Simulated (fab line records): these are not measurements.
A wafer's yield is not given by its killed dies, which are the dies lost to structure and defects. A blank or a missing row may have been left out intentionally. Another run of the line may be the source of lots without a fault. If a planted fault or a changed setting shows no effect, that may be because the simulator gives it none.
Struck lot and sound lot, side by side ; flow nandHarc ; 13 out of 1159 route steps
Sound: the wafers L402.3, L402.5, L402.6. The struck wafers were L417.3, L417.4, L417.5. The cause is named last.
At each step with rows: each side's tool, then ch and its chambers, then its first start. Under that, the readings that differ: sound wafers ; struck wafers ; difference of the means ; sigmas: that difference in standard deviations of wafers without a fault.
alike: readings with means less than 2 such deviations apart, plus words and numbers identical on both sides. not compared: withheld readings, readings lacking a value on some wafer, bounds such as >300 that could conceal the same value, and numbers that have no deviation in the record and whose values overlap.
The two part at a step that has a row with sigmas, a row that says differs or no value, or rows on one side only. Numbers that don't overlap but have no deviation are shown without sigmas and don't part them. Lack of a reading on every wafer of one side parts them only where that side has two or more wafers.

NHARC_A_STAIRCASE_STRIP_295: strips in O2.
  sound on rieDiel-04 ch 2,3; struck on rieDiel-12 ch 0,1,3
  alike: chamberPressureMTorr, drypumpMotorCurrentA, o2FlowSccm, oesProductAu, rfVppV, showerheadPlenumPTorr, throttleValvePct
  not compared: rfHoursCounterH
then, 3 steps without rows for these wafers: NHARC_A_STAIRCASE_STRIP_296 (strips in SPM, time 900 s); NHARC_A_STAIRCASE_PRECLEAN_297 (cleans in SC1); NHARC_A_STAIRCASE_SRD_298.
NHARC_A_STAIRCASE_HM_DEP_462: deposits aC, target thk 800 nm.
  sound on aclDep-01 ch 0, day 12 10:03; struck on aclDep-02 ch 0, day 16 05:08
  alike: throttleValvePct
NHARC_A_STAIRCASE_DEP_301: deposits SiON, target thk 30 nm.
  sound on pecvd-01 ch 1,2, day 12 11:23; struck on pecvd-04 ch 0,1, day 16 06:26
  alike: heaterPowerOuterW, heaterPowerW
then, 5 steps without rows for these wafers: NHARC_A_STAIRCASE_DEHYDRATE_302 (time 120 s); NHARC_A_STAIRCASE_HMDS_303 (time 30 s); NHARC_A_STAIRCASE_COAT_304; NHARC_A_STAIRCASE_SOFTBAKE_305 (time 170 s); NHARC_A_STAIRCASE_EBR_306.
NHARC_A_STAIRCASE_EXPOSE_307: exposes mask CHOP 50.
  sound on krfScanner-02 ch 0, day 12 11:49; struck on krfScanner-02 ch 0, day 16 07:00
reading;sound;struck;difference;sigmas
exposureDoseMJCm2;45.77 45.68 45.80;28.09 28.10 28.10;-17.65;-99 or more
  alike: mask, focusOffsetNm, stageVelMmS
then, 1 step without rows for these wafers: NHARC_A_STAIRCASE_PEB_308 (peb time 130 s).

## WHERE THEY PART
Within this record, at NHARC_A_STAIRCASE_EXPOSE_307 only.

WHY: what the simulator had put in
Process parameter drift: krfScanner-02, from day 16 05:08 on, at NHARC_A_STAIRCASE_EXPOSE_307. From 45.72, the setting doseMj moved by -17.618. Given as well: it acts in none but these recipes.
